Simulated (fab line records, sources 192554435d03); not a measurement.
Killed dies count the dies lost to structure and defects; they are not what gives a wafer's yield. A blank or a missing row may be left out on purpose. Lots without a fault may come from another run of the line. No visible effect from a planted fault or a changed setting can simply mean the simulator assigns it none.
Problem report in the 8D (eight disciplines) form, filled by code | flow n5Finfet | the parts of the form that need people (team, actions taken, sign-off) are left out

## 1. THE ISSUE
Wafers without a fault read 15, standard deviation 6; killed_at_M4_up at N5_PASSIVATION_PROBE_49 reads a mean of 113 on 6 wafers belonging to 2 lots. Measured from the usual mean, that is +16 standard deviations.
The first sign was on wafer L965.1 at day 19 08:55, on prober-01. The record holds 27 wafers of 9 lots with a number at this step. Rule for "out" (also "out of limits"): further than 4 standard deviations from the usual mean. Any other wafer with a number is counted as sound.

## 2. WHAT IT IS; WHAT IT IS NOT
question                    | is                     | is not
which readings at this step | killed_at_M4_up        | killed_at_M0_to_M3, killedAtContacts, killedAtFrontEnd, killedAtOther, killedOpen, killedShort, sort_bin_6_memory, sort_bin_8_speed
which lots                  | L965, L966             | L951, L952, L954, L955, L960, L961, L964
which wafers of those lots  | all that have a number | -
read on which tools         | prober-01              | prober-02
when                        | from day 19 08:55      | up to then (21 sound wafers)

## 3. WHAT RULES OUT EACH SUSPECT
Counting: a tool at a process step up to the reading stays a suspect if it ran every lot that is out and no sound lot after the first of them.
- rieDiel-01 at N5_BEOL_M4_ETCH_70 (etches SOC in N2/H2, target depth 80 nm, overetch 24 nm, time 130 s): kept. It processed each lot that is out, first L965 at day 14 11:05, and no sound lot thereafter; up to then, the last sound lot it processed was L961 at day 14 00:16.
- prober-01 at N5_PASSIVATION_PROBE_49: kept. It processed each lot that is out, first L965 at day 19 08:55, and no sound lot thereafter; up to then, the last sound lot it processed was L964 at day 19 08:22. Its own killed_at_M4_up readings are out on those wafers.
The count leaves prober-01 at N5_PASSIVATION_PROBE_49 and rieDiel-01 at N5_BEOL_M4_ETCH_70.

## 4. THE CAUSE (what the simulator had put in)
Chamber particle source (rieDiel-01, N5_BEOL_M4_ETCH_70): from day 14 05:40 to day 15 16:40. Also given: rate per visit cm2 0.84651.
Of the 2 suspects that counting leaves, this tool is one.

## 5. THE EFFECT CHAIN, in route order
One row per reading whose mean, taken over the struck wafers that have a number, lies over 3 standard deviations from the usual. Only readings for which the record gives a usual standard deviation are gone through. hours: the time from each lot's start at the first step in this table that gives one to its start at this step, as a median over the lots. sigmas: the change in usual standard deviations.
hours | step                    | reading             | usual  | on struck wafers | change | sigmas
0     | N5_PASSIVATION_PROBE_49 | defectLimitedYield  | 91.5 % | 83.8             | -7.7   | -5.5
0     | N5_PASSIVATION_PROBE_49 | killed_at_M4_up     | 15     | 113              | +98    | +16
0     | N5_PASSIVATION_PROBE_49 | killedDies          | 101    | 190              | +90    | +5.3
0     | N5_PASSIVATION_PROBE_49 | sort_bin_5_function | 5.0 %  | 10.1             | +5.1   | +5.3
0     | N5_PASSIVATION_PROBE_49 | sortNPass           | 1079   | 989              | -90    | -5.3
0     | N5_PASSIVATION_PROBE_49 | sortYieldPct        | 91.4 % | 83.8             | -7.6   | -5.4
The process steps in it:
- N5_PASSIVATION_PROBE_49

## 6. WHAT WOULD HAVE CAUGHT IT SOONER
The fault began at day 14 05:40; the first out-of-limits reading in this record came at day 19 08:55, 123 hours later.
Of the tool readings at N5_BEOL_M4_ETCH_70 for which the record gives a usual standard deviation, none was out on any struck wafer, so an alarm limit of 4 standard deviations on them would not have fired.
All the lots that are out (2) had begun N5_BEOL_M4_ETCH_70 on rieDiel-01 by day 19 08:55. None of them would have been spared by holding the tool at that moment.
